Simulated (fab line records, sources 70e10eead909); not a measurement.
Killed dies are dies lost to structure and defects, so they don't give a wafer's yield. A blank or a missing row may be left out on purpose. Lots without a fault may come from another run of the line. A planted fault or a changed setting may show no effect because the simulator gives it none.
Chamber matching | flow nand_harc | NHARC_P_ZERO_WELL_DESCUM_13 on rie_diel-08: 4 sister chambers
The step chemistry O2, time 3 s. 4 wafers are shown with their chamber, then 7 later ones without.

WAFERS WITH THEIR CHAMBER
wafer  | chamber | showerhead_plenum_p_Torr (Torr)
L078.2 | 3       | 2.03
L086.1 | 2       | 1.99
L092.2 | 0       | 1.80
L092.3 | 1       | 1.87

WAFERS WITHOUT THEIR CHAMBER
wafer  | showerhead_plenum_p_Torr (Torr)
L092.5 | 1.99
L094.2 | 2.01
L094.3 | 1.79
L094.5 | 2.01
L096.1 | 2.01
L096.3 | 1.98
L096.4 | 1.79

WHICH CHAMBER EACH WENT THROUGH
wafer  | from the rows above     | in truth
L092.5 | 2                       | 2
L094.2 | can't be placed: 2 or 3 | 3
L094.3 | 0                       | 0
L094.5 | can't be placed: 2 or 3 | 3
L096.1 | can't be placed: 2 or 3 | 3
L096.3 | 2                       | 2
L096.4 | 0                       | 0
Placed correctly: 4 of 7. Can't be placed from these rows: 3 (the true chamber is among the candidates in 3). Placed wrongly: 0.
How it was worked out, from the rows above alone: a wafer's distance from a chamber is the root of the sum, over the readings, of the square of ((its reading less the chamber's mean) divided by the reading's scatter). The wafer belongs to the nearest chamber; if the next one is less than 2 further off, it can't be placed. A chamber's mean is the mean of its shown wafers. The scatter: with one shown wafer a chamber, the root of the mean of the squares of how far each hidden wafer lies from its nearest shown one.
